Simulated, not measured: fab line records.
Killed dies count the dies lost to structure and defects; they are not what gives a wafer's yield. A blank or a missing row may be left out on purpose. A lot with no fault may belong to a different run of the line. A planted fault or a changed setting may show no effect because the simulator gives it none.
fab line records	flow n5-finfet
record: lots: 24	wafers: 72	last-day: 18
route steps=1938 shown ILD0@341 DUMMY_REMOVAL@378 GATE_CUT@470 MOL_CONTACT_COAG@528
lots with no fault: from the same line, run without faults
start-h: hours from the record's opening day to when the first of the lot's shown wafers began	wait-h: how many hours have passed since the lot's step before this one	" same as the row above	L1.1+2: a single row standing in for several wafers	- no value, or no start was given	* or withheld: withheld	< > ~ a bound
route shown NAME@n: names a module that has steps shown in the file, with the first one's number in the route	usual: mean and standard deviation over wafers with no fault	same: alike in all rows	chamber/n: place in a boat	sites: readings site by site	_std_site: their standard deviation	_edge_site: the outer-site mean with the inner-site mean subtracted	radius-mm: how far each site lies from the wafer's centre	mask NAME#n: copy n	behind: the last tool/chamber to shape the wafer	hold: reason for holding the lot/hours on hold/outcome of the hold	device: which transistor (n, p or np) failed to switch	end of line: tests run on the same wafers once the route is complete	for a step that has no rows: nothing shown but its recipe	killed: dies lost to structure and defects at the first sort, not the wafer's yield	map: a wafer's dies, marking killed ones x, the rest . and places with no die _
set.NAME: the setting as run; set.NAME@STEP: as run at that earlier step	model.NAME: the simulator's own value behind a step, which no gauge read
a sample of lots followed through the steps of the route, with each step as a table and each wafer as a row
services: from which hour (start-h, from the record's first day; less than 0 if before it) a tool's chamber was out of use, for how many hours, and why
== steps ==
step: N5_ILD0_THK_MEAS_08
usual: thk-nm: 138.9/0.91
lot.wafer	tool	chamber	start-h	wait-h	thk-nm
L074.1	film-metro-01	-	62.26	-	137.7
L074.2	"	-	"	"	138.2
L074.5	"	-	"	"	138.2
L075.1	film-metro-01	-	67.53	-	139.1
L075.2	"	-	"	"	139.5
L075.3	"	-	"	"	139.2
L076.3	film-metro-01	-	72.24	-	139.3
L076.4	"	-	"	"	139.6
L076.6	"	-	"	"	139.9
L077.4	film-metro-01	-	82.55	-	139.2
L077.5	"	-	"	"	137.3
L077.6	"	-	"	"	139.7
L078.4	film-metro-02	-	85.61	-	139.3
L078.5	"	-	"	"	138.6
L078.6	"	-	"	"	137.7
L079.2	film-metro-02	-	92.69	-	138.1
L079.4	"	-	"	"	139.5
L079.6	"	-	"	"	139.3
L080.1	film-metro-01	-	100.44	-	137.7
L080.4	"	-	"	"	137.8
L080.5	"	-	"	"	137.2
L081.3	film-metro-02	-	108.51	-	139.1
L081.5	"	-	"	"	137.9
L081.6	"	-	"	"	138.3
L082.1	film-metro-02	-	109.78	-	137.6
L082.3	"	-	"	"	138.9
L082.5	"	-	"	"	138.3
L083.2	film-metro-02	-	118.26	-	138.7
L083.5	"	-	"	"	139.5
L083.6	"	-	"	"	137.7
L084.1	film-metro-02	-	121.52	-	139.0
L084.3	"	-	"	"	137.9
L084.6	"	-	"	"	140.1
L085.1	film-metro-02	-	129.51	-	137.1
L085.2	"	-	"	"	138.8
L085.3	"	-	"	"	139.7
L086.3	film-metro-02	-	140.69	-	140.1
L086.4	"	-	"	"	140.7
L086.5	"	-	"	"	140.8
L087.2	film-metro-02	-	144.19	-	139.2
L087.3	"	-	"	"	139.8
L087.6	"	-	"	"	140.2
L088.2	film-metro-02	-	145.35	-	138.6
L088.4	"	-	"	"	138.9
L088.6	"	-	"	"	137.9
L089.2	film-metro-01	-	163.00	-	138.8
L089.3	"	-	"	"	139.5
L089.6	"	-	"	"	139.8
L090.1	film-metro-02	-	163.39	-	138.0
L090.2	"	-	"	"	138.7
L090.6	"	-	"	"	138.7
L091.1	film-metro-01	-	165.98	-	138.0
L091.4	"	-	"	"	139.8
L091.6	"	-	"	"	139.0
L092.3	film-metro-01	-	170.62	-	139.2
L092.4	"	-	"	"	138.7
L092.6	"	-	"	"	138.3
L093.1	film-metro-01	-	175.39	-	138.5
L093.3	"	-	"	"	139.4
L093.4	"	-	"	"	138.9
L094.1	film-metro-02	-	186.77	-	139.7
L094.5	"	-	"	"	139.4
L094.6	"	-	"	"	140.6
L095.2	film-metro-01	-	187.33	-	138.5
L095.5	"	-	"	"	138.6
L095.6	"	-	"	"	138.0
L096.1	film-metro-02	-	195.28	-	138.2
L096.2	"	-	"	"	137.4
L096.3	"	-	"	"	138.0
L097.1	film-metro-01	-	199.56	-	139.3
L097.2	"	-	"	"	139.0
L097.4	"	-	"	"	139.1
step: N5_DUMMY_REMOVAL_STRIP_10
recipe: chemistry: N2/H2	time-s: 40	power-w: 100	temp-c: 40	pressure-mtorr: 100	rf-frequency-hz: 6e+07	bias-power-w: 3	n2-flow-sccm: 300	h2-flow-sccm: 300
usual: drypump-motor-current-A: 5.8/0.35	oes-product-au: 0.78/0.09	rf-vpp-V: 45.3/0.9	showerhead-plenum-p-Torr: 3.41/0.081	throttle-valve-pct: 12.2/0.31
same: time-s: 40
lot.wafer	tool	chamber	start-h	wait-h	drypump-motor-current-A	oes-product-au	rf-hours-counter-h	rf-vpp-V	showerhead-plenum-p-Torr	throttle-valve-pct
L074.1	rie-diel-03	1	72.78	0.0	6.1	0.77	134	45.5	3.52	12.5
L074.2	"	3	"	"	6.4	0.79	124	44.5	3.51	12.0
L074.5	"	3	"	"	6.3	0.79	-	44.8	3.51	12.0
L075.1	rie-diel-06	1	75.72	0.0	5.9	0.71	194	46.0	3.35	12.7
L075.2	"	2	"	"	5.2	0.88	45	45.3	3.43	12.2
L075.3	"	3	"	"	5.8	0.67	239	46.0	3.47	12.3
L076.3	rie-diel-03	3	80.89	0.0	6.3	0.79	126	46.3	3.51	12.1
L076.4	"	0	"	"	5.6	0.95	16	43.7	3.31	11.6
L076.6	"	0	"	"	5.6	0.95	-	45.1	3.31	11.5
L077.4	rie-diel-06	2	91.72	0.0	5.2	0.86	50	45.0	3.43	12.3
L077.5	"	1	"	"	5.9	0.71	-	44.2	3.34	12.7
L077.6	"	2	"	"	5.2	0.87	-	47.2	3.43	12.2
L078.4	rie-diel-04	2	93.34	0.0	5.6	0.84	74	44.6	3.29	12.2
L078.5	"	1	"	"	5.5	0.71	-	43.7	3.49	12.4
L078.6	"	2	"	"	5.7	0.85	-	44.4	3.29	12.2
L079.2	rie-diel-04	1	102.94	0.0	5.6	0.70	193	43.7	3.49	12.4
L079.4	"	2	"	"	5.6	0.83	77	47.7	3.29	12.2
L079.6	"	3	"	"	5.4	0.80	-	45.8	3.40	12.1
L080.1	rie-diel-06	2	108.66	0.0	5.2	0.86	55	45.1	3.43	12.2
L080.4	"	0	"	"	5.8	0.71	203	44.8	3.49	12.3
L080.5	"	0	"	"	5.8	0.71	-	45.0	3.49	12.3
L081.3	rie-diel-04	1	116.12	0.0	5.5	0.69	198	45.0	3.49	12.4
L081.5	"	0	"	"	6.3	0.68	-	44.6	3.33	12.7
L081.6	"	1	"	"	5.5	0.71	-	46.2	3.49	12.4
L082.1	rie-diel-06	0	118.45	0.0	5.8	0.71	207	44.3	3.48	12.3
L082.3	"	0	"	"	5.7	0.71	-	45.3	3.48	12.3
L082.5	"	0	"	"	5.8	0.71	-	45.8	3.48	12.3
L083.2	rie-diel-06	3	126.05	0.0	5.8	0.66	255	45.7	3.46	12.3
L083.5	"	3	"	"	5.8	0.66	-	45.2	3.46	12.4
L083.6	"	0	"	"	5.7	0.71	-	45.1	3.48	12.3
L084.1	rie-diel-03	1	129.39	0.0	6.1	0.76	153	45.4	3.51	12.6
L084.3	"	3	"	"	6.4	0.77	141	46.1	3.50	12.1
L084.6	"	0	"	"	5.6	0.92	-	45.5	3.31	11.6
L085.1	rie-diel-06	3	137.38	0.0	5.8	0.65	259	45.6	3.46	12.4
L085.2	"	2	"	"	5.2	0.84	66	45.6	3.42	12.3
L085.3	"	0	"	"	5.8	0.69	215	46.9	3.48	12.3
L086.3	rie-diel-06	2	148.63	0.0	5.2	0.84	69	45.6	3.42	12.3
L086.4	"	2	"	"	5.2	0.85	-	46.5	3.42	12.3
L086.5	"	0	"	"	5.8	0.70	-	45.6	3.48	12.4
L087.2	rie-diel-04	1	152.59	0.0	5.6	0.69	208	45.8	3.48	12.4
L087.3	"	2	"	"	5.7	0.82	91	44.6	3.28	12.2
L087.6	"	2	"	"	5.7	0.82	-	44.7	3.28	12.2
L088.2	rie-diel-03	0	154.03	0.0	5.6	0.90	40	43.7	3.30	11.6
L088.4	"	1	"	"	6.1	0.76	159	47.6	3.51	12.6
L088.6	"	0	"	"	5.6	0.90	-	45.0	3.30	11.6
L089.2	rie-diel-04	2	171.57	0.0	5.6	0.81	97	44.5	3.27	12.2
L089.3	"	1	"	"	5.6	0.68	215	44.5	3.48	12.4
L089.6	"	2	"	"	5.6	0.82	-	44.9	3.27	12.2
L090.1	rie-diel-03	0	172.03	0.0	5.6	0.88	46	44.5	3.30	11.6
L090.2	"	1	"	"	6.2	0.74	165	44.6	3.51	12.6
L090.6	"	3	"	"	6.4	0.77	-	46.2	3.50	12.1
L091.1	rie-diel-04	3	173.98	0.0	5.5	0.79	113	46.2	3.39	12.1
L091.4	"	2	"	"	5.6	0.81	-	44.7	3.27	12.3
L091.6	"	3	"	"	5.4	0.80	-	45.6	3.39	12.1
L092.3	rie-diel-03	3	178.38	0.0	6.4	0.76	155	44.8	3.50	12.1
L092.4	"	2	"	"	6.3	0.93	17	46.2	3.30	11.9
L092.6	"	1	"	"	6.2	0.75	-	45.6	3.51	12.6
L093.1	rie-diel-03	3	184.25	0.0	6.3	0.77	156	45.2	3.50	12.1
L093.3	"	1	"	"	6.1	0.75	168	46.4	3.50	12.6
L093.4	"	0	"	"	5.6	0.90	48	44.3	3.30	11.6
L094.1	rie-diel-03	3	194.76	0.0	6.3	0.75	160	45.5	3.49	12.1
L094.5	"	2	"	"	6.3	0.93	-	45.7	3.30	11.9
L094.6	"	3	"	"	6.3	0.76	-	45.1	3.49	12.1
L095.2	rie-diel-06	1	195.61	0.0	5.9	0.70	224	45.4	3.33	12.8
L095.5	"	3	"	"	5.8	0.92	-	47.4	3.45	11.7
L095.6	"	0	"	"	5.8	0.69	-	46.3	3.47	12.4
L096.1	rie-diel-06	2	203.78	0.0	5.2	0.81	87	47.8	3.41	12.3
L096.2	"	0	"	"	5.8	0.68	236	44.9	3.47	12.4
L096.3	"	3	"	"	5.8	0.91	15	44.1	3.45	11.7
L097.1	rie-diel-06	3	207.57	0.0	5.8	0.90	15	44.3	3.45	11.7
L097.2	"	0	"	"	5.8	0.69	236	44.9	3.47	12.4
L097.4	"	2	"	"	5.2	0.82	87	44.9	3.41	12.3
step: N5_GATE_CUT_STRIP_59
recipe: chemistry: N2/H2	time-s: 20	power-w: 100	temp-c: 40	pressure-mtorr: 100	rf-frequency-hz: 6e+07	bias-power-w: 3	n2-flow-sccm: 300	h2-flow-sccm: 300
usual: drypump-motor-current-A: 5.8/0.34	oes-product-au: 0.78/0.086	rf-vpp-V: 45.3/0.88	showerhead-plenum-p-Torr: 3.40/0.082	throttle-valve-pct: 12.3/0.3
same: time-s: 20
lot.wafer	tool	chamber	start-h	wait-h	drypump-motor-current-A	oes-product-au	rf-hours-counter-h	rf-vpp-V	showerhead-plenum-p-Torr	throttle-valve-pct
L074.1	rie-diel-04	3	83.53	0.1	5.5	0.82	87	46.1	3.41	12.1
L074.2	"	1	"	"	5.6	0.71	187	45.3	3.50	12.3
L074.5	"	3	"	"	5.5	0.82	-	46.9	3.41	12.1
L075.1	rie-diel-06	3	86.25	0.1	5.8	0.67	242	43.8	3.47	12.3
L075.2	"	0	"	"	5.7	0.71	196	44.9	3.49	12.3
L075.3	"	1	"	"	5.9	0.71	197	44.8	3.35	12.7
L076.3	rie-diel-06	3	90.91	0.1	5.8	0.67	245	45.4	3.46	12.3
L076.4	"	2	"	"	5.2	0.87	50	43.8	3.43	12.2
L076.6	"	0	"	"	5.8	0.72	-	46.0	3.49	12.3
L077.4	rie-diel-04	3	102.18	0.1	5.5	0.81	93	46.1	3.40	12.1
L077.5	"	1	"	"	5.6	0.70	-	45.1	3.49	12.4
L077.6	"	0	"	"	6.3	0.68	-	46.1	3.34	12.7
L078.4	rie-diel-04	0	104.05	0.1	6.3	0.68	229	46.4	3.34	12.7
L078.5	"	3	"	"	5.4	0.81	-	45.3	3.40	12.1
L078.6	"	0	"	"	6.3	0.68	-	45.1	3.34	12.7
L079.2	rie-diel-04	3	113.57	0.1	5.5	0.81	96	45.1	3.40	12.1
L079.4	"	1	"	"	5.6	0.69	197	46.2	3.49	12.4
L079.6	"	2	"	"	5.7	0.84	-	45.2	3.28	12.2
L080.1	rie-diel-06	2	118.32	0.1	5.2	0.85	58	45.3	3.43	12.3
L080.4	"	0	"	"	5.7	0.70	-	44.9	3.48	12.3
L080.5	"	2	"	"	5.2	0.85	-	45.3	3.43	12.3
L081.3	rie-diel-06	2	125.93	0.1	5.2	0.85	61	46.7	3.42	12.3
L081.5	"	0	"	"	5.8	0.70	-	46.4	3.48	12.3
L081.6	"	3	"	"	5.8	0.66	-	46.7	3.46	12.4
L082.1	rie-diel-03	0	128.62	0.1	5.6	0.90	32	44.3	3.31	11.6
L082.3	"	1	"	"	6.1	0.76	152	45.4	3.51	12.6
L082.5	"	1	"	"	6.1	0.75	-	46.3	3.51	12.6
L083.2	rie-diel-06	2	137.29	0.1	5.2	0.85	66	45.5	3.42	12.3
L083.5	"	2	"	"	5.2	0.85	-	45.7	3.42	12.3
L083.6	"	3	"	"	5.8	0.66	-	45.3	3.46	12.4
L084.1	rie-diel-06	0	139.72	0.1	5.8	0.71	216	44.3	3.48	12.3
L084.3	"	2	"	"	5.2	0.85	67	43.8	3.42	12.3
L084.6	"	0	"	"	5.8	0.70	-	45.0	3.48	12.4
L085.1	rie-diel-04	2	147.21	0.1	5.6	0.83	89	45.4	3.28	12.2
L085.2	"	0	"	"	6.3	0.67	242	44.3	3.33	12.7
L085.3	"	1	"	"	5.6	0.69	206	47.5	3.48	12.4
L086.3	rie-diel-04	1	158.98	0.1	5.6	0.68	211	43.5	3.48	12.4
L086.4	"	3	"	"	5.5	0.80	109	44.7	3.39	12.1
L086.5	"	0	"	"	6.3	0.67	-	45.9	3.33	12.7
L087.2	rie-diel-03	2	162.98	0.1	6.3	0.95	12	45.6	3.30	11.9
L087.3	"	1	"	"	6.1	0.76	162	44.4	3.51	12.6
L087.6	"	0	"	"	5.6	0.90	-	44.4	3.30	11.6
L088.2	rie-diel-03	1	164.19	0.1	6.1	0.75	162	45.7	3.51	12.6
L088.4	"	0	"	"	5.7	0.90	43	45.1	3.30	11.6
L088.6	"	3	"	"	6.3	0.77	-	46.0	3.50	12.1
L089.2	rie-diel-04	3	181.79	0.1	5.4	0.79	115	44.4	3.39	12.1
L089.3	"	1	"	"	5.6	0.68	218	45.1	3.48	12.4
L089.6	"	3	"	"	5.5	0.79	-	46.3	3.39	12.1
L090.1	rie-diel-04	2	182.67	0.1	5.7	0.82	100	45.3	3.27	12.3
L090.2	"	3	"	"	5.5	0.79	116	45.0	3.39	12.1
L090.6	"	2	"	"	5.7	0.81	-	45.3	3.27	12.3
L091.1	rie-diel-06	1	184.75	0.1	5.9	0.70	221	45.3	3.33	12.8
L091.4	"	3	"	"	5.8	0.92	9	46.8	3.45	11.7
L091.6	"	0	"	"	5.8	0.68	-	44.8	3.47	12.4
L092.3	rie-diel-03	0	188.86	0.1	5.6	0.89	49	46.3	3.30	11.6
L092.4	"	3	"	"	6.4	0.75	158	45.3	3.50	12.1
L092.6	"	3	"	"	6.4	0.76	-	47.4	3.50	12.1
L093.1	rie-diel-03	1	194.14	0.1	6.2	0.74	171	47.2	3.50	12.6
L093.3	"	3	"	"	6.3	0.75	160	45.1	3.49	12.1
L093.4	"	2	"	"	6.3	0.92	21	45.2	3.30	11.9
L094.1	rie-diel-03	1	204.75	0.1	6.1	0.73	174	43.1	3.50	12.6
L094.5	"	2	"	"	6.3	0.91	-	46.1	3.30	11.9
L094.6	"	1	"	"	6.1	0.73	-	45.5	3.50	12.6
L095.2	rie-diel-03	1	205.35	0.1	6.1	0.74	174	45.2	3.50	12.7
L095.5	"	1	"	"	6.1	0.74	-	45.2	3.50	12.7
L095.6	"	0	"	"	5.6	0.88	-	45.1	3.29	11.6
L096.1	rie-diel-04	1	213.88	0.1	5.6	0.67	230	45.9	3.47	12.5
L096.2	"	0	"	"	6.3	0.94	8	46.0	3.32	12.2
L096.3	"	2	"	"	5.6	0.81	113	46.2	3.27	12.3
L097.1	rie-diel-06	3	217.57	0.1	5.8	0.90	18	46.1	3.45	11.8
L097.2	"	2	"	"	5.2	0.82	90	46.5	3.41	12.3
L097.4	"	0	"	"	5.7	0.69	239	45.5	3.47	12.4
step: N5_GATE_CUT_CMP_02
recipe: stop-on: SiO2	t-overpolish-s: 12.7	post-cmp-clean: alkaline-brush	down-force-psi: 2.5	platen-rpm: 51.8	pad-velocity-m-s: 1.0307	target-thk-nm: 0
usual: motor-current-A: 8.9/0.91	overpolish-run-s: 12.700/0.0083	time-to-endpoint-s: 25.9/2.2
lot.wafer	tool	chamber	start-h	wait-h	motor-current-A	overpolish-run-s	time-to-endpoint-s
L074.2	cmp-04	2	86.53	0.2	9.2	12.695	19.0
L074.1	"	0	"	"	8.8	12.708	20.8
L074.5	"	3	"	"	7.8	12.692	21.1
L075.3	cmp-04	3	88.74	0.1	7.5	12.705	25.2
L075.2	"	0	"	"	8.9	12.702	21.9
L075.1	"	2	"	"	9.0	12.711	22.2
L076.3	cmp-04	2	95.22	0.1	9.2	12.707	25.7
L076.4	"	3	"	"	8.8	12.687	32.5
L076.6	"	1	"	"	9.3	12.691	29.4
L077.4	cmp-01	0	104.76	0.1	9.2	12.685	22.3
L077.6	"	3	"	"	8.0	12.699	26.0
L077.5	"	0	"	"	8.9	12.693	25.9
L078.4	cmp-01	2	106.55	0.0	8.7	12.716	27.6
L078.5	"	2	"	"	8.2	12.708	24.0
L078.6	"	3	"	"	8.1	12.690	24.6
L079.2	cmp-03	1	116.05	0.1	7.8	12.714	27.6
L079.4	"	0	"	"	9.6	12.706	24.0
L079.6	"	2	"	"	10.2	12.705	28.5
L080.1	cmp-04	3	120.84	0.1	7.8	12.699	27.3
L080.4	"	1	"	"	9.4	12.699	27.3
L080.5	"	0	"	"	8.3	12.685	28.3
L081.3	cmp-04	3	128.49	0.1	8.3	12.688	29.4
L081.5	"	1	"	"	9.4	12.716	27.8
L081.6	"	2	"	"	8.4	12.684	26.6
L082.1	cmp-04	1	131.18	0.1	9.2	12.726	28.8
L082.3	"	2	"	"	8.2	12.689	28.4
L082.5	"	3	"	"	8.5	12.706	27.9
L083.2	cmp-04	2	139.79	0.1	8.8	12.706	26.5
L083.5	"	2	"	"	8.8	12.701	26.2
L083.6	"	3	"	"	8.3	12.697	30.9
L084.1	cmp-04	1	142.21	0.1	8.9	12.694	25.3
L084.3	"	3	"	"	8.2	12.699	27.5
L084.6	"	2	"	"	9.0	12.696	24.3
L085.1	cmp-03	1	149.87	0.1	7.8	12.693	27.0
L085.3	"	3	"	"	11.9	12.711	25.0
L085.2	"	0	"	"	9.4	12.693	28.8
L086.3	cmp-03	0	161.47	0.1	10.2	12.708	26.9
L086.4	"	2	"	"	10.5	12.696	25.7
L086.5	"	0	"	"	9.2	12.699	25.6
L087.3	cmp-01	3	165.46	0.1	8.7	12.705	26.1
L087.2	"	1	"	"	8.4	12.706	24.4
L087.6	"	3	"	"	7.9	12.700	25.3
L088.4	cmp-04	0	166.99	0.0	9.2	12.691	25.7
L088.2	"	3	"	"	7.9	12.701	28.6
L088.6	"	0	"	"	9.0	12.714	26.1
L089.2	cmp-03	2	184.28	0.1	10.7	12.706	29.6
L089.3	"	0	"	"	9.9	12.696	24.7
L089.6	"	3	"	"	11.2	12.697	25.1
L090.2	cmp-03	0	185.58	0.1	9.5	12.700	24.1
L090.1	"	1	"	"	8.1	12.692	23.6
L090.6	"	0	"	"	9.3	12.712	25.8
L091.1	cmp-04	1	187.27	0.1	9.1	12.700	26.4
L091.4	"	3	"	"	8.0	12.699	28.9
L091.6	"	1	"	"	9.3	12.711	25.9
L092.4	cmp-04	0	192.62	0.0	9.0	12.689	25.3
L092.3	"	2	"	"	8.7	12.702	25.6
L092.6	"	1	"	"	9.4	12.693	28.5
L093.4	cmp-01	0	197.13	0.0	9.0	12.703	25.7
L093.3	"	2	"	"	8.6	12.686	25.7
L093.1	"	3	"	"	7.9	12.717	26.6
L094.1	cmp-01	0	207.30	0.1	9.5	12.695	21.5
L094.5	"	3	"	"	8.1	12.707	24.9
L094.6	"	0	"	"	9.5	12.696	26.3
L095.2	cmp-03	1	208.63	0.1	7.9	12.696	23.2
L095.5	"	0	"	"	9.6	12.699	23.6
L095.6	"	1	"	"	8.3	12.692	25.0
L096.2	cmp-01	0	216.44	0.1	9.8	12.701	27.0
L096.3	"	1	"	"	8.1	12.693	24.1
L096.1	"	3	"	"	8.0	12.693	25.9
L097.2	cmp-04	0	222.26	0.1	9.1	12.693	25.0
L097.4	"	2	"	"	8.8	12.701	23.6
L097.1	"	3	"	"	8.1	12.704	26.6
step: N5_MOL_CONTACT_COAG_INSPECT_10
recipe: mode: adi	inspect-instrument: brightfield
usual: raw-defect-count: 72/23
lot.wafer	tool	chamber	start-h	wait-h	raw-defect-count
L074.1	defect-inspect-02	-	91.60	0.1	65
L074.2	"	-	"	"	64
L074.5	"	-	"	"	72
L075.1	defect-inspect-02	-	95.44	0.1	61
L075.2	"	-	"	"	56
L075.3	"	-	"	"	67
L076.3	defect-inspect-02	-	99.73	0.0	59
L076.4	"	-	"	"	65
L076.6	"	-	"	"	74
L077.4	defect-inspect-02	-	109.52	0.0	55
L077.5	"	-	"	"	122
L077.6	"	-	"	"	84
L078.4	defect-inspect-01	-	111.16	0.0	47
L078.5	"	-	"	"	63
L078.6	"	-	"	"	101
L079.2	defect-inspect-02	-	121.06	0.0	89
L079.4	"	-	"	"	54
L079.6	"	-	"	"	63
L080.1	defect-inspect-02	-	125.51	0.1	87
L080.4	"	-	"	"	62
L080.5	"	-	"	"	36
L081.3	defect-inspect-02	-	133.19	0.0	64
L081.5	"	-	"	"	79
L081.6	"	-	"	"	48
L082.1	defect-inspect-01	-	136.13	0.1	53
L082.3	"	-	"	"	58
L082.5	"	-	"	"	51
L083.2	defect-inspect-02	-	147.54	0.0	73
L083.5	"	-	"	"	51
L083.6	"	-	"	"	71
L084.1	defect-inspect-02	-	152.51	0.1	106
L084.3	"	-	"	"	91
L084.6	"	-	"	"	52
L085.1	defect-inspect-01	-	156.03	0.1	116
L085.2	"	-	"	"	40
L085.3	"	-	"	"	100
L086.3	defect-inspect-01	-	166.18	0.0	75
L086.4	"	-	"	"	36
L086.5	"	-	"	"	63
L087.2	defect-inspect-01	-	170.03	0.0	53
L087.3	"	-	"	"	36
L087.6	"	-	"	"	64
L088.2	defect-inspect-01	-	172.07	0.1	70
L088.4	"	-	"	"	103
L088.6	"	-	"	"	102
L089.2	defect-inspect-02	-	189.76	0.0	54
L089.3	"	-	"	"	47
L089.6	"	-	"	"	47
L090.1	defect-inspect-01	-	190.50	0.1	72
L090.2	"	-	"	"	46
L090.6	"	-	"	"	73
L091.1	defect-inspect-02	-	192.39	0.1	63
L091.4	"	-	"	"	68
L091.6	"	-	"	"	55
L092.3	defect-inspect-01	-	197.17	0.0	76
L092.4	"	-	"	"	68
L092.6	"	-	"	"	49
L093.1	defect-inspect-01	-	201.79	0.1	124
L093.3	"	-	"	"	118
L093.4	"	-	"	"	114
L094.1	defect-inspect-01	-	211.89	0.1	57
L094.5	"	-	"	"	95
L094.6	"	-	"	"	88
L095.2	defect-inspect-01	-	213.39	0.0	116
L095.5	"	-	"	"	101
L095.6	"	-	"	"	61
L096.1	defect-inspect-02	-	223.81	0.1	91
L096.2	"	-	"	"	73
L096.3	"	-	"	"	43
L097.1	defect-inspect-01	-	227.27	0.1	90
L097.2	"	-	"	"	74
L097.4	"	-	"	"	87
step: N5_MOL_CONTACT_COAG_SIL_ANNEAL_21
recipe: temp-c: 550	time-s: 60	ambient: N2
usual: lamp-power-pct: 6.65/0.23	lamp_zone_3_pct: 6.65/0.23	wafer_temp_C_max: 552.8/0.63
same: time-s: 60
lot.wafer	tool	chamber	start-h	wait-h	lamp-power-pct	lamp_zone_3_pct	wafer_temp_C_max
L074.1	rtp-anneal-01	0	93.02	0.2	6.39	6.41	552.2
L074.2	"	0	"	"	6.40	6.40	552.6
L074.5	"	0	"	"	6.40	6.40	552.7
L075.1	rtp-anneal-02	0	97.04	0.2	6.87	6.88	552.8
L075.2	"	0	"	"	6.86	6.86	552.8
L075.3	"	0	"	"	6.87	6.87	553.1
L076.3	rtp-anneal-01	0	101.74	0.4	6.40	6.41	552.7
L076.4	"	0	"	"	6.40	6.40	552.7
L076.6	"	0	"	"	6.40	6.41	552.3
L077.4	rtp-anneal-01	0	111.47	0.4	6.40	6.40	554.9
L077.5	"	0	"	"	6.40	6.40	553.4
L077.6	"	0	"	"	6.40	6.40	552.8
L078.4	rtp-anneal-02	0	113.51	0.4	6.87	6.85	552.4
L078.5	"	0	"	"	6.87	6.86	553.2
L078.6	"	0	"	"	6.88	6.87	553.9
L079.2	rtp-anneal-02	0	123.11	0.2	6.86	6.87	552.7
L079.4	"	0	"	"	6.87	6.87	553.0
L079.6	"	0	"	"	6.86	6.86	553.0
L080.1	rtp-anneal-02	0	128.30	0.2	6.87	6.87	553.7
L080.4	"	0	"	"	6.84	6.86	552.5
L080.5	"	0	"	"	6.87	6.87	552.4
L081.3	rtp-anneal-01	0	135.06	0.3	6.40	6.39	552.3
L081.5	"	0	"	"	6.40	6.40	553.0
L081.6	"	0	"	"	6.41	6.41	553.5
L082.1	rtp-anneal-01	0	139.22	0.2	6.41	6.40	553.7
L082.3	"	0	"	"	6.40	6.40	552.6
L082.5	"	0	"	"	6.41	6.40	553.7
L083.2	rtp-anneal-01	0	148.96	0.2	6.40	6.40	552.4
L083.5	"	0	"	"	6.40	6.39	554.0
L083.6	"	0	"	"	6.39	6.41	553.1
L084.1	rtp-anneal-01	0	154.20	0.2	6.40	6.40	553.3
L084.3	"	0	"	"	6.40	6.40	553.4
L084.6	"	0	"	"	6.40	6.40	552.6
L085.1	rtp-anneal-02	0	158.12	0.5	6.86	6.87	552.2
L085.2	"	0	"	"	6.87	6.87	551.7
L085.3	"	0	"	"	6.88	6.86	552.9
L086.3	rtp-anneal-01	0	167.89	0.3	6.40	6.40	553.7
L086.4	"	0	"	"	6.40	6.39	553.3
L086.5	"	0	"	"	6.39	6.39	553.8
L087.2	rtp-anneal-02	0	171.56	0.3	6.86	6.85	552.7
L087.3	"	0	"	"	6.86	6.86	552.4
L087.6	"	0	"	"	6.85	6.86	552.7
L088.2	rtp-anneal-02	0	175.93	0.2	6.86	6.87	552.5
L088.4	"	0	"	"	6.87	6.88	551.6
L088.6	"	0	"	"	6.87	6.87	552.5
L089.2	rtp-anneal-02	0	191.29	0.3	6.87	6.86	552.5
L089.3	"	0	"	"	6.87	6.86	552.7
L089.6	"	0	"	"	6.86	6.87	552.7
L090.1	rtp-anneal-02	0	191.98	0.3	6.87	6.86	551.9
L090.2	"	0	"	"	6.86	6.86	553.3
L090.6	"	0	"	"	6.87	6.85	552.2
L091.1	rtp-anneal-02	0	195.27	0.2	6.87	6.86	552.0
L091.4	"	0	"	"	6.86	6.87	552.7
L091.6	"	0	"	"	6.86	6.86	552.5
L092.3	rtp-anneal-01	0	199.18	0.3	6.40	6.40	552.9
L092.4	"	0	"	"	6.40	6.40	553.2
L092.6	"	0	"	"	6.40	6.40	553.5
L093.1	rtp-anneal-02	0	204.23	0.2	6.87	6.86	551.9
L093.3	"	0	"	"	6.86	6.87	552.3
L093.4	"	0	"	"	6.87	6.85	552.6
L094.1	rtp-anneal-02	0	213.46	0.2	6.87	6.88	552.7
L094.5	"	0	"	"	6.87	6.85	553.2
L094.6	"	0	"	"	6.85	6.86	551.9
L095.2	rtp-anneal-01	0	215.54	0.2	6.41	6.39	553.0
L095.5	"	0	"	"	6.40	6.41	553.2
L095.6	"	0	"	"	6.40	6.40	552.2
L096.1	rtp-anneal-01	0	227.40	0.2	6.40	6.40	552.1
L096.2	"	0	"	"	6.41	6.40	553.2
L096.3	"	0	"	"	6.41	6.41	553.5
L097.1	rtp-anneal-02	0	228.74	0.2	6.88	6.86	552.4
L097.2	"	0	"	"	6.87	6.87	551.9
L097.4	"	0	"	"	6.86	6.86	552.8
== services ==
tool	chamber	start-h	hours	kind
cmp-03	-	54.01	1.6	repair
cmp-01	-	54.66	2.2	repair
cmp-01	-	58.28	3.1	repair
cmp-04	-	95.41	4.0	pm
cmp-03	-	105.77	0.9	repair
rtp-anneal-01	-	106.47	4.9	repair
rie-diel-06	1	114.71	23.0	repair
rie-diel-06	3	114.84	4.0	repair
cmp-03	-	118.45	1.5	repair
rtp-anneal-02	-	129.34	3.2	pm
rie-diel-06	3	138.00	-	clean
rie-diel-06	3	138.00	-	consumable-replace:focus-ring
rie-diel-06	3	138.00	20.4	scheduled-down
rie-diel-06	3	138.00	20.4	vent-cycle
rie-diel-04	1	139.91	2.5	repair
rie-diel-03	1	140.98	6.8	repair
cmp-03	-	145.48	0.9	repair
rtp-anneal-01	-	155.38	7.1	pm
rie-diel-04	-	163.06	1.1	repair
rtp-anneal-01	-	165.69	1.1	repair
cmp-01	-	174.98	4.3	repair
cmp-01	-	191.12	1.8	repair
rie-diel-04	3	206.29	13.1	repair
cmp-01	-	227.10	0.9	repair
== key ==
fault none
